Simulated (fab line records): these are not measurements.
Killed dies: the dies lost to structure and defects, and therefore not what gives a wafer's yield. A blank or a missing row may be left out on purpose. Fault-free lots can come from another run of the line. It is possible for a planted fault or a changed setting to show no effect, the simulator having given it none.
Which of the tools did it? || flow nandHarc || 14 lots, 42 wafers sampled, at 5 steps of a route of 1159

== WHAT THE GAUGES SHOWED, per wafer ==
NHARC_A_WL_FILL_INSPECT_15. Usual: rawDefectCount 392, standard deviation 140.
{"lot": "L690", "measured": "day 16 01:44", "on": "defectInspect-02", "rawDefectCount": "480 283 454", "flag": ""}
{"lot": "L689", "measured": "day 16 06:08", "on": "defectInspect-01", "rawDefectCount": "309 304 341", "flag": ""}
{"lot": "L691", "measured": "day 16 13:01", "on": "defectInspect-01", "rawDefectCount": "580 672 540", "flag": ""}
{"lot": "L693", "measured": "day 16 12:53", "on": "defectInspect-02", "rawDefectCount": "366 566 290", "flag": ""}
{"lot": "L692", "measured": "day 16 17:14", "on": "defectInspect-01", "rawDefectCount": "486 322 485", "flag": ""}
{"lot": "L695", "measured": "day 17 14:24", "on": "defectInspect-02", "rawDefectCount": "330 387 314", "flag": ""}
{"lot": "L696", "measured": "day 18 05:17", "on": "defectInspect-02", "rawDefectCount": "442 373 391", "flag": ""}
{"lot": "L697", "measured": "day 18 09:33", "on": "defectInspect-01", "rawDefectCount": "345 232 233", "flag": ""}
{"lot": "L699", "measured": "day 18 14:20", "on": "defectInspect-01", "rawDefectCount": "411 266 663", "flag": ""}
{"lot": "L705", "measured": "day 19 21:28", "on": "defectInspect-01", "rawDefectCount": "236 395 289", "flag": ""}
{"lot": "L704", "measured": "day 20 03:45", "on": "defectInspect-02", "rawDefectCount": "265 429 421", "flag": ""}
{"lot": "L707", "measured": "day 20 05:57", "on": "defectInspect-01", "rawDefectCount": "276 650 344", "flag": ""}
{"lot": "L711", "measured": "day 21 10:37", "on": "defectInspect-01", "rawDefectCount": "511 401 577", "flag": ""}
{"lot": "L710", "measured": "day 21 16:26", "on": "defectInspect-01", "rawDefectCount": "274 256 316", "flag": ""}

NHARC_END_SORT_01. Usual: killedAtArray 28, standard deviation 11; killedAtOther 0.8, standard deviation 1.3; killedAtPeriphery 3.6, standard deviation 2.5; killedDies 32, standard deviation 11; killedOpen 3.0, standard deviation 1.8; killedShort 2.0, standard deviation 1.5.
{"lot": "L696", "measured": "day 21 13:03", "on": "prober-01", "killedAtArray": "11 7 14", "killedAtOther": "0 0 0", "killedAtPeriphery": "4 4 1", "killedDies": "15 11 15", "killedOpen": "1 1 2", "killedShort": "1 1 1", "flag": ""}

== EACH LOT AND THE TOOL THAT RAN IT (in order: tool; ch and the chambers of the sampled wafers; start) ==
{"lot": "L690", "NHARC_A_WL_FILL_CVD_20": "cvdW-01 ch 0,1, day 16 01:44 or earlier", "NHARC_A_CONTACT_SOFTBAKE_37": "lithoTrack-04 ch 0, day 16 06:00", "NHARC_A_CONTACT_ETCH_114": "harCapEtch-01 ch 0,1, day 16 08:38"}
{"lot": "L689", "NHARC_A_WL_FILL_CVD_20": "cvdW-01 ch 0,1, day 16 06:08 or earlier", "NHARC_A_CONTACT_SOFTBAKE_37": "lithoTrack-04 ch 0, day 16 10:00", "NHARC_A_CONTACT_ETCH_114": "harCapEtch-02 ch 0,1, day 16 12:33"}
{"lot": "L691", "NHARC_A_WL_FILL_CVD_20": "cvdW-02 ch 0,1, day 16 13:01 or earlier", "NHARC_A_CONTACT_SOFTBAKE_37": "lithoTrack-06 ch 0, day 16 17:00", "NHARC_A_CONTACT_ETCH_114": "harCapEtch-02 ch 0,1, day 16 20:32"}
{"lot": "L693", "NHARC_A_WL_FILL_CVD_20": "cvdW-01 ch 0,1, day 16 12:53 or earlier", "NHARC_A_CONTACT_SOFTBAKE_37": "lithoTrack-06 ch 0, day 16 17:00", "NHARC_A_CONTACT_ETCH_114": "harCapEtch-01 ch 0,1, day 16 19:35"}
{"lot": "L692", "NHARC_A_WL_FILL_CVD_20": "cvdW-01 ch 0,1, day 16 17:14 or earlier", "NHARC_A_CONTACT_SOFTBAKE_37": "lithoTrack-06 ch 0, day 16 22:00", "NHARC_A_CONTACT_ETCH_114": "harCapEtch-03 ch 0,1, day 17 00:25"}
{"lot": "L695", "NHARC_A_WL_FILL_CVD_20": "cvdW-01 ch 0,1, day 17 14:24 or earlier", "NHARC_A_CONTACT_SOFTBAKE_37": "lithoTrack-04 ch 0, day 17 17:00", "NHARC_A_CONTACT_ETCH_114": "harCapEtch-02 ch 0,1, day 17 19:55"}
{"lot": "L696", "NHARC_A_WL_FILL_CVD_20": "cvdW-02 ch 0,1, day 18 05:17 or earlier", "NHARC_A_CONTACT_SOFTBAKE_37": "lithoTrack-01 ch 0, day 18 11:00", "NHARC_A_CONTACT_ETCH_114": "harCapEtch-02 ch 0,1, day 18 14:05"}
{"lot": "L697", "NHARC_A_WL_FILL_CVD_20": "cvdW-01 ch 0,1, day 18 09:33 or earlier", "NHARC_A_CONTACT_SOFTBAKE_37": "lithoTrack-06 ch 0, day 18 13:00", "NHARC_A_CONTACT_ETCH_114": "harCapEtch-01 ch 0,1, day 18 16:01"}
{"lot": "L699", "NHARC_A_WL_FILL_CVD_20": "cvdW-02 ch 0,1, day 18 14:20 or earlier", "NHARC_A_CONTACT_SOFTBAKE_37": "lithoTrack-06 ch 0, day 18 17:00", "NHARC_A_CONTACT_ETCH_114": "harCapEtch-02 ch 0,1, day 18 19:56"}
{"lot": "L705", "NHARC_A_WL_FILL_CVD_20": "cvdW-01 ch 0,1, day 19 21:28 or earlier", "NHARC_A_CONTACT_SOFTBAKE_37": "lithoTrack-01 ch 0, day 20 00:00", "NHARC_A_CONTACT_ETCH_114": "harCapEtch-03 ch 0,1, day 20 03:04"}
{"lot": "L704", "NHARC_A_WL_FILL_CVD_20": "cvdW-01 ch 0,1, day 20 03:45 or earlier", "NHARC_A_CONTACT_SOFTBAKE_37": "lithoTrack-01 ch 0, day 20 07:00", "NHARC_A_CONTACT_ETCH_114": "harCapEtch-01 ch 0,1, day 20 09:37"}
{"lot": "L707", "NHARC_A_WL_FILL_CVD_20": "cvdW-02 ch 0,1, day 20 05:57 or earlier", "NHARC_A_CONTACT_SOFTBAKE_37": "lithoTrack-06 ch 0, day 20 09:00", "NHARC_A_CONTACT_ETCH_114": "harCapEtch-01 ch 0,1, day 20 11:41"}
{"lot": "L711", "NHARC_A_WL_FILL_CVD_20": "cvdW-02 ch 0,1, day 21 10:37 or earlier", "NHARC_A_CONTACT_SOFTBAKE_37": "lithoTrack-06 ch 0, day 21 15:00", "NHARC_A_CONTACT_ETCH_114": "harCapEtch-03 ch 0,1, day 21 17:26"}
{"lot": "L710", "NHARC_A_WL_FILL_CVD_20": "cvdW-02 ch 0,1, day 21 16:26 or earlier", "NHARC_A_CONTACT_SOFTBAKE_37": "lithoTrack-06 ch 0, day 21 19:00", "NHARC_A_CONTACT_ETCH_114": "harCapEtch-01 ch 0,1, day 21 22:03"}
- NHARC_A_WL_FILL_CVD_20: deposits W, target thk 75 nm, time 5064 s.
- NHARC_A_CONTACT_SOFTBAKE_37: time 55 s.
- NHARC_A_CONTACT_ETCH_114: etches the open film in C4F8/O2/Ar, time 94 s, target depth 922 nm.

== AS READ BY THE TOOLS THEMSELVES (means over the sampled wafers that have a number; for cases with no such wafer, the mark the record gives instead) ==
NHARC_A_WL_FILL_CVD_20. Usual: heaterPowerW 438 W, standard deviation 43; throttleValvePct 8.01 %, standard deviation 0.25.
{"lot": "L690", "tool": "cvdW-01", "heaterPowerW (W)": 437, "throttleValvePct (%)": 7.85, "flag": ""}
{"lot": "L689", "tool": "cvdW-01", "heaterPowerW (W)": 438, "throttleValvePct (%)": 7.93, "flag": ""}
{"lot": "L691", "tool": "cvdW-02", "heaterPowerW (W)": 443, "throttleValvePct (%)": 8.10, "flag": ""}
{"lot": "L693", "tool": "cvdW-01", "heaterPowerW (W)": 445, "throttleValvePct (%)": 7.77, "flag": ""}
{"lot": "L692", "tool": "cvdW-01", "heaterPowerW (W)": 443, "throttleValvePct (%)": 7.72, "flag": ""}
{"lot": "L695", "tool": "cvdW-01", "heaterPowerW (W)": 452, "throttleValvePct (%)": 7.88, "flag": ""}
{"lot": "L696", "tool": "cvdW-02", "heaterPowerW (W)": 453, "throttleValvePct (%)": 8.10, "flag": ""}
{"lot": "L697", "tool": "cvdW-01", "heaterPowerW (W)": 437, "throttleValvePct (%)": 7.97, "flag": ""}
{"lot": "L699", "tool": "cvdW-02", "heaterPowerW (W)": 417, "throttleValvePct (%)": 8.19, "flag": ""}
{"lot": "L705", "tool": "cvdW-01", "heaterPowerW (W)": 447, "throttleValvePct (%)": 7.92, "flag": ""}
{"lot": "L704", "tool": "cvdW-01", "heaterPowerW (W)": 448, "throttleValvePct (%)": 8.05, "flag": ""}
{"lot": "L707", "tool": "cvdW-02", "heaterPowerW (W)": 450, "throttleValvePct (%)": 8.11, "flag": ""}
{"lot": "L711", "tool": "cvdW-02", "heaterPowerW (W)": 407, "throttleValvePct (%)": 8.17, "flag": ""}
{"lot": "L710", "tool": "cvdW-02", "heaterPowerW (W)": 413, "throttleValvePct (%)": 8.36, "flag": ""}

NHARC_A_CONTACT_SOFTBAKE_37. Usual: heaterPowerTotalW 188.43 W, standard deviation 0.13; plateTempC 105.04 C, standard deviation 0.14.
{"lot": "L690", "tool": "lithoTrack-04", "heaterPowerTotalW (W)": 188.51, "plateTempC (C)": 105.09, "flag": ""}
{"lot": "L689", "tool": "lithoTrack-04", "heaterPowerTotalW (W)": 188.37, "plateTempC (C)": 105.16, "flag": ""}
{"lot": "L691", "tool": "lithoTrack-06", "heaterPowerTotalW (W)": 188.53, "plateTempC (C)": 104.98, "flag": ""}
{"lot": "L693", "tool": "lithoTrack-06", "heaterPowerTotalW (W)": 188.55, "plateTempC (C)": 105.18, "flag": ""}
{"lot": "L692", "tool": "lithoTrack-06", "heaterPowerTotalW (W)": 188.49, "plateTempC (C)": 105.11, "flag": ""}
{"lot": "L695", "tool": "lithoTrack-04", "heaterPowerTotalW (W)": 188.50, "plateTempC (C)": 104.94, "flag": ""}
{"lot": "L696", "tool": "lithoTrack-01", "heaterPowerTotalW (W)": 188.41, "plateTempC (C)": 105.06, "flag": ""}
{"lot": "L697", "tool": "lithoTrack-06", "heaterPowerTotalW (W)": 188.29, "plateTempC (C)": 105.02, "flag": ""}
{"lot": "L699", "tool": "lithoTrack-06", "heaterPowerTotalW (W)": 188.42, "plateTempC (C)": 104.98, "flag": ""}
{"lot": "L705", "tool": "lithoTrack-01", "heaterPowerTotalW (W)": 185.53, "plateTempC (C)": 103.68, "flag": "OFF"}
{"lot": "L704", "tool": "lithoTrack-01", "heaterPowerTotalW (W)": 185.58, "plateTempC (C)": 103.89, "flag": "OFF"}
{"lot": "L707", "tool": "lithoTrack-06", "heaterPowerTotalW (W)": 188.59, "plateTempC (C)": 105.13, "flag": ""}
{"lot": "L711", "tool": "lithoTrack-06", "heaterPowerTotalW (W)": 188.42, "plateTempC (C)": 104.97, "flag": ""}
{"lot": "L710", "tool": "lithoTrack-06", "heaterPowerTotalW (W)": 188.46, "plateTempC (C)": 105.01, "flag": ""}

== THE ANSWER, worked out from the rows above alone ==
Rule: a lot is off if the mean of its wafers that have a number lies more than 3 standard deviations from the usual mean. Also off: a lot with no number at a reading for which 4 or more lots have one. Any other lot the step has rows for is counted as sound. First the gauges in route order, then the tools' own readings, where a lot's mean is used as printed above. The first step at which some lot is off is used, and at that step the reading that is off furthest; a lot without a number counts as furthest.
Off: L705, L704 (NHARC_A_CONTACT_SOFTBAKE_37, heaterPowerTotalW).
If a tool, at that step or one of the process steps before it, ran each lot that is off and ran no sound lot following the first of them, it fits. Because NHARC_A_WL_FILL_CVD_20 lacks a start for some lots, the hours and order of its lots are taken from NHARC_A_WL_FILL_INSPECT_15. This does not decide it: 2 tools fit, namely cvdW-01 at NHARC_A_WL_FILL_CVD_20 and lithoTrack-01 at NHARC_A_CONTACT_SOFTBAKE_37.

== WHAT THE SIMULATOR PUT IN ==
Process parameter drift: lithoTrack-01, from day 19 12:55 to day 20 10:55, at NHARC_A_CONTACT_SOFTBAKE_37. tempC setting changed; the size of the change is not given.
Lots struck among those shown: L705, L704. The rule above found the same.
